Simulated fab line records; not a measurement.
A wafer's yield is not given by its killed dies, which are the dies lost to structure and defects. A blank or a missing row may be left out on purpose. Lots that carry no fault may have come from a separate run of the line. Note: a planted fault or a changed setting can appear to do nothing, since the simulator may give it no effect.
Chamber matching :: flow nand harc :: 3 sister chambers for NHARC_P_M0_PRE_CLEAN_31 on pecvd-04
The step time 12 s. 3 wafers are shown with their chamber, then 7 later ones without.

EACH WAFER AND ITS CHAMBER
wafer: L079.4
chamber: 2
heater power w (W): 626

wafer: L085.2
chamber: 0
heater power w (W): 612

wafer: L085.3
chamber: 1
heater power w (W): 683

WAFERS WITH NO CHAMBER GIVEN
wafer: L085.4
heater power w (W): 681

wafer: L093.1
heater power w (W): 612

wafer: L093.3
heater power w (W): 718

wafer: L093.5
heater power w (W): 588

wafer: L095.1
heater power w (W): 631

wafer: L095.4
heater power w (W): 716

wafer: L095.5
heater power w (W): 654

CHAMBER TAKEN BY EACH
wafer: L085.4
from the rows above: 1
in truth: 1

wafer: L093.1
from the rows above: can't be placed: 0 or 2
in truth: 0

wafer: L093.3
from the rows above: 1
in truth: 1

wafer: L093.5
from the rows above: can't be placed: 0 or 2
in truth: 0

wafer: L095.1
from the rows above: can't be placed: 2 or 0
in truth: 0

wafer: L095.4
from the rows above: 1
in truth: 1

wafer: L095.5
from the rows above: can't be placed: 2 or 1 or 0
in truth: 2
3 of 7 placed correctly. Unplaceable from these rows: 4, with the true chamber sitting among the candidates in 4. Number placed wrongly: 0.
How it was worked out, from the rows above alone: a wafer's distance from a chamber is the root of the sum, over the readings, of the square of ((its reading less the chamber's mean) divided by the reading's scatter). If the next closest chamber is less than 2 further off than the closest, the wafer can't be placed; otherwise it belongs to the closest. The mean given for a chamber averages the wafers shown for that chamber. The scatter: root of mean squared gap, hidden wafer to nearest shown wafer, with one shown wafer a chamber.
